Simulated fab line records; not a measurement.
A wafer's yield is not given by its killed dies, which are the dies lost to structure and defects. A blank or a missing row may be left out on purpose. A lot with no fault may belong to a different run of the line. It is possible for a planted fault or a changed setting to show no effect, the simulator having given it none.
Matching of chambers / flow n5 finfet / N5_FIN_SAQP_DESCUM_21 on rie diel-05: 4 sister chambers
The step chemistry O2, time 7.9 s. 7 wafers are shown with their chamber, then 8 later ones without.

WAFERS, EACH WITH ITS CHAMBER
wafer=L076.2; chamber=1; drypump motor current A (A)=6.3; showerhead plenum p Torr (Torr)=2.17
wafer=L084.6; chamber=1; drypump motor current A (A)=6.2; showerhead plenum p Torr (Torr)=2.17
wafer=L088.1; chamber=2; drypump motor current A (A)=6.6; showerhead plenum p Torr (Torr)=2.11
wafer=L090.2; chamber=3; drypump motor current A (A)=5.6; showerhead plenum p Torr (Torr)=2.21
wafer=L090.3; chamber=0; drypump motor current A (A)=5.6; showerhead plenum p Torr (Torr)=2.03
wafer=L090.5; chamber=0; drypump motor current A (A)=5.6; showerhead plenum p Torr (Torr)=2.03
wafer=L091.1; chamber=2; drypump motor current A (A)=6.6; showerhead plenum p Torr (Torr)=2.10

WAFERS MISSING THEIR CHAMBER
wafer=L091.3; drypump motor current A (A)=5.5; showerhead plenum p Torr (Torr)=2.21
wafer=L091.6; drypump motor current A (A)=6.2; showerhead plenum p Torr (Torr)=2.16
wafer=L092.3; drypump motor current A (A)=5.5; showerhead plenum p Torr (Torr)=2.21
wafer=L092.5; drypump motor current A (A)=6.6; showerhead plenum p Torr (Torr)=2.10
wafer=L092.6; drypump motor current A (A)=6.3; showerhead plenum p Torr (Torr)=2.16
wafer=L097.2; drypump motor current A (A)=6.6; showerhead plenum p Torr (Torr)=2.10
wafer=L097.3; drypump motor current A (A)=5.6; showerhead plenum p Torr (Torr)=2.03
wafer=L097.5; drypump motor current A (A)=6.3; showerhead plenum p Torr (Torr)=2.15

THE CHAMBER EACH PASSED THROUGH
wafer=L091.3; from the rows above=3; in truth=3
wafer=L091.6; from the rows above=1; in truth=1
wafer=L092.3; from the rows above=3; in truth=3
wafer=L092.5; from the rows above=2; in truth=2
wafer=L092.6; from the rows above=1; in truth=1
wafer=L097.2; from the rows above=2; in truth=2
wafer=L097.3; from the rows above=0; in truth=0
wafer=L097.5; from the rows above=1; in truth=1
8 of 8 placed correctly. Number that these rows cannot place: 0. Placed wrongly: 0.
How it was worked out, from the rows above alone: a wafer's distance from a chamber is the root of the sum, over the readings, of the square of ((its reading less the chamber's mean) divided by the reading's scatter). The wafer belongs to the nearest chamber; if the next one is less than 2 further off, it can't be placed. The mean given for a chamber averages the wafers shown for that chamber. The scatter is the square root of a quotient: the sum, over the shown wafers, of each reading's squared deviation from its chamber's mean, divided by wafers minus chambers.
